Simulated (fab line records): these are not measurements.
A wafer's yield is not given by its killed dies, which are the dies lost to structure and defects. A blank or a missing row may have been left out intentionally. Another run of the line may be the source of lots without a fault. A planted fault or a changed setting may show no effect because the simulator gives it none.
fab line records :: flow nand_harc :: part 2 of 2: steps 30 to 38 of 38
record:
  lots: 5
  wafers: 15
  last_day: 33
route steps=1302 shown P_M0@262 P_M1@285
lots with no fault: from the same line, run without faults
start_h: the number of hours between the record's first day and the start of the first shown wafer of the lot :: wait_h: hours from the lot's prior step to this one :: " identical to the entry in the row above :: L1.1+2: several wafers, shown together as one row :: - either no value or no given start :: * or withheld: withheld :: < > ~ a bound
route shown NAME@n: names a module that has steps shown in the file, with the first one's number in the route :: usual: mean and standard deviation over wafers with no fault :: same: alike in all rows :: chamber/n: place in a boat :: sites: each site's reading :: _std_site: how widely they spread, as a standard deviation :: _edge_site: outer sites' mean less inner sites' :: radius_mm: for every site, how far away it sits from the centre of the wafer :: mask NAME#n: copy n :: behind: the most recent tool/chamber to have shaped the wafer :: hold: the reason the lot was held/the length of the hold in hours/how it ended :: device: the transistor (n, p or np) that didn't switch :: end of line: the route-end tests of the same wafers :: a step with no rows: only its recipe :: killed: the dies lost at the first sort to structure and to defects; this is not the yield of the wafer :: map: the dies of a wafer, with x for killed, . for not killed, _ for no die there
set.NAME: the setting the step ran with; set.NAME@STEP: the setting that earlier step ran with :: model.NAME: the simulator's own value behind a step, which no gauge read
lots at selected steps of the route; one table per step, one row per wafer
services: from which hour (start_h, from the record's first day; less than 0 if before it) a tool's chamber was out of use, for how many hours, and why
== steps ==
step: NHARC_P_M1_EXPOSE_06
recipe:
  na: 1.35
  target_cd_nm: 130
  dose_mj: 81.88
  mask_id: P_M1
usual:
  focus_offset_nm: 0.1/0.51
lot.wafer: L079.1
tool: arfi_scanner-03
chamber: 0
start_h: 181.14
wait_h: -
mask: P_M1#0
focus_offset_nm: 0.1

lot.wafer: L079.3
tool: arfi_scanner-03
chamber: 0
start_h: 181.14
wait_h: -
mask: P_M1#0
focus_offset_nm: -0.2

lot.wafer: L079.4
tool: arfi_scanner-03
chamber: 0
start_h: 181.14
wait_h: -
mask: P_M1#0
focus_offset_nm: 0.1

lot.wafer: L081.1
tool: arfi_scanner-03
chamber: 0
start_h: 194.24
wait_h: -
mask: P_M1#0
focus_offset_nm: 1.0

lot.wafer: L081.4
tool: arfi_scanner-03
chamber: 0
start_h: 194.24
wait_h: -
mask: P_M1#0
focus_offset_nm: -0.2

lot.wafer: L081.6
tool: arfi_scanner-03
chamber: 0
start_h: 194.24
wait_h: -
mask: P_M1#0
focus_offset_nm: 0.3

lot.wafer: L085.1
tool: arfi_scanner-01
chamber: 0
start_h: 238.71
wait_h: -
mask: P_M1#0
focus_offset_nm: 0.2

lot.wafer: L085.3
tool: arfi_scanner-01
chamber: 0
start_h: 238.71
wait_h: -
mask: P_M1#0
focus_offset_nm: -0.4

lot.wafer: L085.5
tool: arfi_scanner-01
chamber: 0
start_h: 238.71
wait_h: -
mask: P_M1#0
focus_offset_nm: 0.6

lot.wafer: L091.2
tool: arfi_scanner-02
chamber: 0
start_h: 301.69
wait_h: -
mask: P_M1#0
focus_offset_nm: -0.4

lot.wafer: L091.3
tool: arfi_scanner-02
chamber: 0
start_h: 301.69
wait_h: -
mask: P_M1#0
focus_offset_nm: 0.3

lot.wafer: L091.6
tool: arfi_scanner-02
chamber: 0
start_h: 301.69
wait_h: -
mask: P_M1#0
focus_offset_nm: 0.0

lot.wafer: L095.1
tool: arfi_scanner-03
chamber: 0
start_h: 337.91
wait_h: -
mask: P_M1#0
focus_offset_nm: 0.2

lot.wafer: L095.4
tool: arfi_scanner-03
chamber: 0
start_h: 337.91
wait_h: -
mask: P_M1#0
focus_offset_nm: 0.2

lot.wafer: L095.5
tool: arfi_scanner-03
chamber: 0
start_h: 337.91
wait_h: -
mask: P_M1#0
focus_offset_nm: -0.9
step: NHARC_P_M1_PEB_07
recipe:
  peb_temp_c: 100
  peb_time_s: 65
lot.wafer: L079.1+3+4
tool: litho_track-01
chamber: 0
start_h: 181.20
wait_h: 0.1

lot.wafer: L081.1+4+6
tool: litho_track-04
chamber: 0
start_h: 194.30
wait_h: 0.1

lot.wafer: L085.1+3+5
tool: litho_track-04
chamber: 0
start_h: 238.77
wait_h: 0.1

lot.wafer: L091.2+3+6
tool: litho_track-01
chamber: 0
start_h: 301.75
wait_h: 0.1

lot.wafer: L095.1+4+5
tool: litho_track-06
chamber: 0
start_h: 337.97
wait_h: 0.1
step: NHARC_P_M1_DEVELOP_08
recipe:
  develop_time_s: 35
  dev_temp_c: 23
lot.wafer: L079.1+3+4
tool: litho_track-01
chamber: 0
start_h: -
wait_h: -

lot.wafer: L081.1+4+6
tool: litho_track-04
chamber: 0
start_h: -
wait_h: -

lot.wafer: L085.1+3+5
tool: litho_track-04
chamber: 0
start_h: -
wait_h: -

lot.wafer: L091.2+3+6
tool: litho_track-01
chamber: 0
start_h: -
wait_h: -

lot.wafer: L095.1+4+5
tool: litho_track-06
chamber: 0
start_h: -
wait_h: -
step: NHARC_P_M1_CD_MEAS_09
recipe:
  target_cd_nm: 130
  landing_energy_ev: 500
usual:
  cd_nm: 129.8/0.68
lot.wafer: L079.1
tool: cd_sem-02
chamber: 0
start_h: 181.28
wait_h: -
cd_nm: 130.5

lot.wafer: L079.3
tool: cd_sem-02
chamber: 0
start_h: 181.28
wait_h: -
cd_nm: 129.9

lot.wafer: L079.4
tool: cd_sem-02
chamber: 0
start_h: 181.28
wait_h: -
cd_nm: 130.7

lot.wafer: L081.1
tool: cd_sem-01
chamber: 0
start_h: 194.38
wait_h: -
cd_nm: 129.9

lot.wafer: L081.4
tool: cd_sem-01
chamber: 0
start_h: 194.38
wait_h: -
cd_nm: 128.8

lot.wafer: L081.6
tool: cd_sem-01
chamber: 0
start_h: 194.38
wait_h: -
cd_nm: 130.1

lot.wafer: L085.1
tool: cd_sem-02
chamber: 0
start_h: 238.85
wait_h: -
cd_nm: 128.8

lot.wafer: L085.3
tool: cd_sem-02
chamber: 0
start_h: 238.85
wait_h: -
cd_nm: 130.6

lot.wafer: L085.5
tool: cd_sem-02
chamber: 0
start_h: 238.85
wait_h: -
cd_nm: 129.9

lot.wafer: L091.2
tool: cd_sem-01
chamber: 0
start_h: 301.83
wait_h: -
cd_nm: 129.7

lot.wafer: L091.3
tool: cd_sem-01
chamber: 0
start_h: 301.83
wait_h: -
cd_nm: 129.9

lot.wafer: L091.6
tool: cd_sem-01
chamber: 0
start_h: 301.83
wait_h: -
cd_nm: 129.0

lot.wafer: L095.1
tool: cd_sem-03
chamber: 0
start_h: 338.05
wait_h: -
cd_nm: 130.0

lot.wafer: L095.4
tool: cd_sem-03
chamber: 0
start_h: 338.05
wait_h: -
cd_nm: 129.2

lot.wafer: L095.5
tool: cd_sem-03
chamber: 0
start_h: 338.05
wait_h: -
cd_nm: 129.9
step: NHARC_P_M1_OVL_MEAS_10
recipe:
  pitch_nm: 260
usual:
  overlay_x_nm: 0.2/0.73
  overlay_y_nm: 0.0/0.91
lot.wafer: L079.1
tool: overlay-01
chamber: -
start_h: 181.37
wait_h: -
overlay_x_nm: 0.0
overlay_y_nm: -1.1

lot.wafer: L079.3
tool: overlay-01
chamber: -
start_h: 181.37
wait_h: -
overlay_x_nm: -0.6
overlay_y_nm: -1.6

lot.wafer: L079.4
tool: overlay-01
chamber: -
start_h: 181.37
wait_h: -
overlay_x_nm: 0.3
overlay_y_nm: -0.7

lot.wafer: L081.1
tool: overlay-02
chamber: -
start_h: 194.47
wait_h: -
overlay_x_nm: -0.3
overlay_y_nm: -0.6

lot.wafer: L081.4
tool: overlay-02
chamber: -
start_h: 194.47
wait_h: -
overlay_x_nm: -0.6
overlay_y_nm: -0.5

lot.wafer: L081.6
tool: overlay-02
chamber: -
start_h: 194.47
wait_h: -
overlay_x_nm: -0.5
overlay_y_nm: -0.6

lot.wafer: L085.1
tool: overlay-02
chamber: -
start_h: 238.94
wait_h: -
overlay_x_nm: -0.2
overlay_y_nm: -0.6

lot.wafer: L085.3
tool: overlay-02
chamber: -
start_h: 238.94
wait_h: -
overlay_x_nm: 0.6
overlay_y_nm: -0.3

lot.wafer: L085.5
tool: overlay-02
chamber: -
start_h: 238.94
wait_h: -
overlay_x_nm: 0.1
overlay_y_nm: 0.0

lot.wafer: L091.2
tool: overlay-01
chamber: -
start_h: 301.92
wait_h: -
overlay_x_nm: -0.9
overlay_y_nm: -1.0

lot.wafer: L091.3
tool: overlay-01
chamber: -
start_h: 301.92
wait_h: -
overlay_x_nm: 0.0
overlay_y_nm: -0.5

lot.wafer: L091.6
tool: overlay-01
chamber: -
start_h: 301.92
wait_h: -
overlay_x_nm: -0.2
overlay_y_nm: -0.9

lot.wafer: L095.1
tool: overlay-01
chamber: -
start_h: 338.14
wait_h: -
overlay_x_nm: 2.0
overlay_y_nm: -1.1

lot.wafer: L095.4
tool: overlay-01
chamber: -
start_h: 338.14
wait_h: -
overlay_x_nm: 1.1
overlay_y_nm: -0.7

lot.wafer: L095.5
tool: overlay-01
chamber: -
start_h: 338.14
wait_h: -
overlay_x_nm: 1.5
overlay_y_nm: -0.5
step: NHARC_P_M1_INSPECT_11
usual:
  raw_defect_count: 4.4/3
lot.wafer: L079.1
tool: defect_inspect-02
chamber: -
start_h: 181.40
wait_h: 0.0
raw_defect_count: 3

lot.wafer: L079.3
tool: defect_inspect-02
chamber: -
start_h: 181.40
wait_h: 0.0
raw_defect_count: 3

lot.wafer: L079.4
tool: defect_inspect-02
chamber: -
start_h: 181.40
wait_h: 0.0
raw_defect_count: 3

lot.wafer: L081.1
tool: defect_inspect-02
chamber: -
start_h: 194.50
wait_h: 0.0
raw_defect_count: 9

lot.wafer: L081.4
tool: defect_inspect-02
chamber: -
start_h: 194.50
wait_h: 0.0
raw_defect_count: 3

lot.wafer: L081.6
tool: defect_inspect-02
chamber: -
start_h: 194.50
wait_h: 0.0
raw_defect_count: 5

lot.wafer: L085.1
tool: defect_inspect-02
chamber: -
start_h: 238.97
wait_h: 0.0
raw_defect_count: 7

lot.wafer: L085.3
tool: defect_inspect-02
chamber: -
start_h: 238.97
wait_h: 0.0
raw_defect_count: 2

lot.wafer: L085.5
tool: defect_inspect-02
chamber: -
start_h: 238.97
wait_h: 0.0
raw_defect_count: 5

lot.wafer: L091.2
tool: defect_inspect-01
chamber: -
start_h: 301.95
wait_h: 0.0
raw_defect_count: 4

lot.wafer: L091.3
tool: defect_inspect-01
chamber: -
start_h: 301.95
wait_h: 0.0
raw_defect_count: 2

lot.wafer: L091.6
tool: defect_inspect-01
chamber: -
start_h: 301.95
wait_h: 0.0
raw_defect_count: 4

lot.wafer: L095.1
tool: defect_inspect-02
chamber: -
start_h: 338.18
wait_h: 0.0
raw_defect_count: 5

lot.wafer: L095.4
tool: defect_inspect-02
chamber: -
start_h: 338.18
wait_h: 0.0
raw_defect_count: 4

lot.wafer: L095.5
tool: defect_inspect-02
chamber: -
start_h: 338.18
wait_h: 0.0
raw_defect_count: 3
step: NHARC_P_M1_DESCUM_14
recipe:
  time_s: 3
  o2_flow_sccm: 200
  ar_flow_sccm: 0
  bias_power_w: 0
  chemistry: O2
usual:
  drypump_motor_current_A: 5.9/0.36
  oes_product_au: 1.005/0.013
  rf_vpp_V: 57.7/0.84
  showerhead_plenum_p_Torr: 1.89/0.092
  throttle_valve_pct: 11.311/0.0097
lot.wafer: L079.1
tool: rie_diel-07
chamber: 0
start_h: 181.46
wait_h: 0.1
drypump_motor_current_A: 5.6
oes_product_au: 1.019
rf_hours_counter_h: 4
rf_vpp_V: 57.6
showerhead_plenum_p_Torr: 2.04
throttle_valve_pct: 11.305

lot.wafer: L079.3
tool: rie_diel-07
chamber: 1
start_h: 181.46
wait_h: 0.1
drypump_motor_current_A: 6.2
oes_product_au: 1.024
rf_hours_counter_h: 4
rf_vpp_V: 56.9
showerhead_plenum_p_Torr: 1.83
throttle_valve_pct: 11.310

lot.wafer: L079.4
tool: rie_diel-07
chamber: 2
start_h: 181.46
wait_h: 0.1
drypump_motor_current_A: 6.5
oes_product_au: 1.002
rf_hours_counter_h: 3
rf_vpp_V: 56.8
showerhead_plenum_p_Torr: 1.90
throttle_valve_pct: 11.303

lot.wafer: L081.1
tool: rie_diel-07
chamber: 1
start_h: 194.56
wait_h: 0.1
drypump_motor_current_A: 6.2
oes_product_au: 1.011
rf_hours_counter_h: 4
rf_vpp_V: 58.8
showerhead_plenum_p_Torr: 1.83
throttle_valve_pct: 11.310

lot.wafer: L081.4
tool: rie_diel-07
chamber: 2
start_h: 194.56
wait_h: 0.1
drypump_motor_current_A: 6.5
oes_product_au: 0.998
rf_hours_counter_h: 4
rf_vpp_V: 58.1
showerhead_plenum_p_Torr: 1.90
throttle_valve_pct: 11.323

lot.wafer: L081.6
tool: rie_diel-07
chamber: 1
start_h: 194.56
wait_h: 0.1
drypump_motor_current_A: 6.2
oes_product_au: 1.006
rf_hours_counter_h: -
rf_vpp_V: 57.6
showerhead_plenum_p_Torr: 1.83
throttle_valve_pct: 11.304

lot.wafer: L085.3
tool: rie_diel-07
chamber: 3
start_h: 239.04
wait_h: 0.1
drypump_motor_current_A: 5.6
oes_product_au: 1.003
rf_hours_counter_h: 6
rf_vpp_V: 57.4
showerhead_plenum_p_Torr: 1.80
throttle_valve_pct: 11.314

lot.wafer: L085.1
tool: rie_diel-07
chamber: 0
start_h: 239.04
wait_h: 0.1
drypump_motor_current_A: 5.6
oes_product_au: 1.014
rf_hours_counter_h: 6
rf_vpp_V: 57.4
showerhead_plenum_p_Torr: 2.04
throttle_valve_pct: 11.305

lot.wafer: L085.5
tool: rie_diel-07
chamber: 3
start_h: 239.04
wait_h: 0.1
drypump_motor_current_A: 5.5
oes_product_au: 1.011
rf_hours_counter_h: -
rf_vpp_V: 58.1
showerhead_plenum_p_Torr: 1.80
throttle_valve_pct: 11.298

lot.wafer: L091.3
tool: rie_diel-04
chamber: 3
start_h: 302.02
wait_h: 0.1
drypump_motor_current_A: 6.3
oes_product_au: 1.012
rf_hours_counter_h: 12
rf_vpp_V: 56.5
showerhead_plenum_p_Torr: 1.80
throttle_valve_pct: 11.300

lot.wafer: L091.2
tool: rie_diel-04
chamber: 1
start_h: 302.02
wait_h: 0.1
drypump_motor_current_A: 5.7
oes_product_au: 1.005
rf_hours_counter_h: 10
rf_vpp_V: 57.5
showerhead_plenum_p_Torr: 1.91
throttle_valve_pct: 11.318

lot.wafer: L091.6
tool: rie_diel-04
chamber: 3
start_h: 302.02
wait_h: 0.1
drypump_motor_current_A: 6.3
oes_product_au: 1.005
rf_hours_counter_h: -
rf_vpp_V: 57.0
showerhead_plenum_p_Torr: 1.80
throttle_valve_pct: 11.327

lot.wafer: L095.4
tool: rie_diel-04
chamber: 3
start_h: 338.25
wait_h: 0.1
drypump_motor_current_A: 6.3
oes_product_au: 0.977
rf_hours_counter_h: 15
rf_vpp_V: 59.2
showerhead_plenum_p_Torr: 1.80
throttle_valve_pct: 11.314

lot.wafer: L095.1
tool: rie_diel-04
chamber: 0
start_h: 338.25
wait_h: 0.1
drypump_motor_current_A: 5.7
oes_product_au: 0.968
rf_hours_counter_h: 15
rf_vpp_V: 57.5
showerhead_plenum_p_Torr: 1.79
throttle_valve_pct: 11.303

lot.wafer: L095.5
tool: rie_diel-04
chamber: 1
start_h: 338.25
wait_h: 0.1
drypump_motor_current_A: 5.7
oes_product_au: 0.992
rf_hours_counter_h: -
rf_vpp_V: 57.4
showerhead_plenum_p_Torr: 1.91
throttle_valve_pct: 11.338
step: NHARC_P_M1_ETCH_35
recipe:
  target_depth_a: 400
  overetch_a: 120
  time_s: 43.94
  ion_energy_ev: 200
  n2_flow_sccm: 150
  h2_flow_sccm: 150
  ar_flow_sccm: 0
  rf_w: 400
  bias_w: 150
  chemistry: N2/H2
usual:
  drypump_motor_current_A: 5.9/0.36
  oes_product_au: 1.003/0.012
  rf_vpp_V: 429.6/2.9
  showerhead_plenum_p_Torr: 2.01/0.1
  throttle_valve_pct: 14.171/0.0084
lot.wafer: L079.1
tool: rie_diel-07
chamber: 2
start_h: 181.56
wait_h: 0.1
drypump_motor_current_A: 6.5
oes_product_au: 0.996
rf_hours_counter_h: 3
rf_vpp_V: 429.8
showerhead_plenum_p_Torr: 2.02
throttle_valve_pct: 14.171

lot.wafer: L079.4
tool: rie_diel-07
chamber: 3
start_h: 181.56
wait_h: 0.1
drypump_motor_current_A: 5.5
oes_product_au: 1.016
rf_hours_counter_h: 3
rf_vpp_V: 426.7
showerhead_plenum_p_Torr: 1.92
throttle_valve_pct: 14.172

lot.wafer: L079.3
tool: rie_diel-07
chamber: 0
start_h: 181.56
wait_h: 0.1
drypump_motor_current_A: 5.6
oes_product_au: 1.029
rf_hours_counter_h: 4
rf_vpp_V: 434.3
showerhead_plenum_p_Torr: 2.18
throttle_valve_pct: 14.175

lot.wafer: L081.4
tool: rie_diel-07
chamber: 0
start_h: 194.65
wait_h: 0.1
drypump_motor_current_A: 5.6
oes_product_au: 1.024
rf_hours_counter_h: 4
rf_vpp_V: 433.5
showerhead_plenum_p_Torr: 2.18
throttle_valve_pct: 14.165

lot.wafer: L081.1
tool: rie_diel-07
chamber: 1
start_h: 194.65
wait_h: 0.1
drypump_motor_current_A: 6.2
oes_product_au: 1.017
rf_hours_counter_h: 4
rf_vpp_V: 428.2
showerhead_plenum_p_Torr: 1.95
throttle_valve_pct: 14.174

lot.wafer: L081.6
tool: rie_diel-07
chamber: 0
start_h: 194.65
wait_h: 0.1
drypump_motor_current_A: 5.6
oes_product_au: 1.009
rf_hours_counter_h: -
rf_vpp_V: 433.2
showerhead_plenum_p_Torr: 2.18
throttle_valve_pct: 14.175

lot.wafer: L085.1
tool: rie_diel-07
chamber: 1
start_h: 239.12
wait_h: 0.1
drypump_motor_current_A: 6.1
oes_product_au: 1.020
rf_hours_counter_h: 6
rf_vpp_V: 427.7
showerhead_plenum_p_Torr: 1.95
throttle_valve_pct: 14.174

lot.wafer: L085.3
tool: rie_diel-07
chamber: 3
start_h: 239.12
wait_h: 0.1
drypump_motor_current_A: 5.6
oes_product_au: 1.002
rf_hours_counter_h: 6
rf_vpp_V: 426.5
showerhead_plenum_p_Torr: 1.92
throttle_valve_pct: 14.174

lot.wafer: L085.5
tool: rie_diel-07
chamber: 0
start_h: 239.12
wait_h: 0.1
drypump_motor_current_A: 5.5
oes_product_au: 1.016
rf_hours_counter_h: -
rf_vpp_V: 434.8
showerhead_plenum_p_Torr: 2.18
throttle_valve_pct: 14.165

lot.wafer: L091.2
tool: rie_diel-04
chamber: 0
start_h: 302.10
wait_h: 0.1
drypump_motor_current_A: 5.8
oes_product_au: 0.982
rf_hours_counter_h: 12
rf_vpp_V: 426.8
showerhead_plenum_p_Torr: 1.91
throttle_valve_pct: 14.168

lot.wafer: L091.3
tool: rie_diel-04
chamber: 2
start_h: 302.10
wait_h: 0.1
drypump_motor_current_A: 5.6
oes_product_au: 1.006
rf_hours_counter_h: 9
rf_vpp_V: 433.4
showerhead_plenum_p_Torr: 2.13
throttle_valve_pct: 14.157

lot.wafer: L091.6
tool: rie_diel-04
chamber: 0
start_h: 302.10
wait_h: 0.1
drypump_motor_current_A: 5.7
oes_product_au: 0.983
rf_hours_counter_h: -
rf_vpp_V: 426.9
showerhead_plenum_p_Torr: 1.91
throttle_valve_pct: 14.179

lot.wafer: L095.1
tool: rie_diel-04
chamber: 1
start_h: 338.33
wait_h: 0.1
drypump_motor_current_A: 5.8
oes_product_au: 0.998
rf_hours_counter_h: 13
rf_vpp_V: 429.6
showerhead_plenum_p_Torr: 2.04
throttle_valve_pct: 14.163

lot.wafer: L095.4
tool: rie_diel-04
chamber: 2
start_h: 338.33
wait_h: 0.1
drypump_motor_current_A: 5.5
oes_product_au: 0.985
rf_hours_counter_h: 11
rf_vpp_V: 432.5
showerhead_plenum_p_Torr: 2.13
throttle_valve_pct: 14.176

lot.wafer: L095.5
tool: rie_diel-04
chamber: 0
start_h: 338.33
wait_h: 0.1
drypump_motor_current_A: 5.8
oes_product_au: 0.965
rf_hours_counter_h: -
rf_vpp_V: 424.9
showerhead_plenum_p_Torr: 1.91
throttle_valve_pct: 14.179
step: NHARC_P_M1_ETCH_15
recipe:
  target_depth_a: 1825
  time_s: 91.2
  c4f8_flow_sccm: withheld
  ar_flow_sccm: 400
  rf_w: 600
  bias_w: 300
  chemistry: C4F8/Ar
usual:
  oes_product_au: 0.960/0.023
  rf_vpp_V: 440.1/2.9
lot.wafer: L079.1
tool: rie_diel-07
chamber: 0
start_h: -
wait_h: -
oes_product_au: 0.978
rf_hours_counter_h: 4
rf_vpp_V: 444.5

lot.wafer: L079.4
tool: rie_diel-07
chamber: 1
start_h: -
wait_h: -
oes_product_au: 0.982
rf_hours_counter_h: 4
rf_vpp_V: 439.1

lot.wafer: L079.3
tool: rie_diel-07
chamber: 3
start_h: -
wait_h: -
oes_product_au: 0.983
rf_hours_counter_h: 3
rf_vpp_V: 437.8

lot.wafer: L081.1
tool: rie_diel-07
chamber: 2
start_h: -
wait_h: -
oes_product_au: 0.970
rf_hours_counter_h: 4
rf_vpp_V: 439.7

lot.wafer: L081.4
tool: rie_diel-07
chamber: 3
start_h: -
wait_h: -
oes_product_au: 0.992
rf_hours_counter_h: 4
rf_vpp_V: 437.2

lot.wafer: L081.6
tool: rie_diel-07
chamber: 3
start_h: -
wait_h: -
oes_product_au: 0.984
rf_hours_counter_h: -
rf_vpp_V: 437.1

lot.wafer: L085.1
tool: rie_diel-07
chamber: 2
start_h: -
wait_h: -
oes_product_au: 0.964
rf_hours_counter_h: 6
rf_vpp_V: 441.3

lot.wafer: L085.3
tool: rie_diel-07
chamber: 3
start_h: -
wait_h: -
oes_product_au: 0.967
rf_hours_counter_h: 6
rf_vpp_V: 436.9

lot.wafer: L085.5
tool: rie_diel-07
chamber: 1
start_h: -
wait_h: -
oes_product_au: 1.004
rf_hours_counter_h: -
rf_vpp_V: 440.2

lot.wafer: L091.3
tool: rie_diel-04
chamber: 2
start_h: -
wait_h: -
oes_product_au: 0.976
rf_hours_counter_h: 9
rf_vpp_V: 443.6

lot.wafer: L091.2
tool: rie_diel-04
chamber: 3
start_h: -
wait_h: -
oes_product_au: 0.967
rf_hours_counter_h: 12
rf_vpp_V: 437.1

lot.wafer: L091.6
tool: rie_diel-04
chamber: 1
start_h: -
wait_h: -
oes_product_au: 0.987
rf_hours_counter_h: -
rf_vpp_V: 440.3

lot.wafer: L095.4
tool: rie_diel-04
chamber: 2
start_h: -
wait_h: -
oes_product_au: 0.918
rf_hours_counter_h: 11
rf_vpp_V: 444.2

lot.wafer: L095.1
tool: rie_diel-04
chamber: 0
start_h: -
wait_h: -
oes_product_au: 0.917
rf_hours_counter_h: 15
rf_vpp_V: 437.1

lot.wafer: L095.5
tool: rie_diel-04
chamber: 1
start_h: -
wait_h: -
oes_product_au: 0.928
rf_hours_counter_h: -
rf_vpp_V: 441.2
== services ==
tool: litho_track-01
chamber: -
start_h: 155.00
hours: 7.0
kind: pm

tool: rie_diel-03
chamber: 2
start_h: 160.00
hours: 17.2
kind: repair

tool: rie_diel-03
chamber: -
start_h: 164.59
hours: 0.7
kind: repair

tool: pvd_sputter-03
chamber: -
start_h: 170.00
hours: 10.0
kind: pm

tool: pvd_sputter-02
chamber: -
start_h: 176.00
hours: 2.1
kind: repair

tool: rie_diel-04
chamber: -
start_h: 177.90
hours: 9.0
kind: pm

tool: pecvd-03
chamber: -
start_h: 185.00
hours: 13.0
kind: pm

tool: rie_diel-03
chamber: 0
start_h: 196.81
hours: 3.7
kind: repair

tool: rie_diel-04
chamber: 2
start_h: 200.64
hours: 8.6
kind: repair

tool: litho_track-04
chamber: -
start_h: 203.00
hours: 7.0
kind: pm

tool: pecvd-01
chamber: -
start_h: 263.46
hours: 2.7
kind: repair

tool: rie_diel-04
chamber: 1
start_h: 266.50
hours: 7.5
kind: repair

tool: rie_diel-03
chamber: -
start_h: 281.39
hours: 9.0
kind: pm

tool: pvd_sputter-02
chamber: -
start_h: 282.01
hours: 10.0
kind: pm

tool: rie_diel-07
chamber: -
start_h: 294.48
hours: 9.0
kind: pm

tool: pecvd-01
chamber: 2
start_h: 299.59
hours: 11.9
kind: repair

tool: pecvd-03
chamber: -
start_h: 305.98
hours: 0.3
kind: repair

tool: pecvd-01
chamber: -
start_h: 311.00
hours: 13.0
kind: pm

tool: pecvd-03
chamber: -
start_h: 317.97
hours: 1.2
kind: repair

tool: rie_diel-04
chamber: 3
start_h: 323.23
hours: 3.2
kind: repair

tool: rie_diel-04
chamber: -
start_h: 328.70
hours: 0.8
kind: repair

tool: litho_track-01
chamber: -
start_h: 330.00
hours: 7.0
kind: pm

tool: pecvd-01
chamber: 1
start_h: 331.17
hours: 8.5
kind: repair

tool: pecvd-01
chamber: -
start_h: 332.68
hours: 0.8
kind: repair
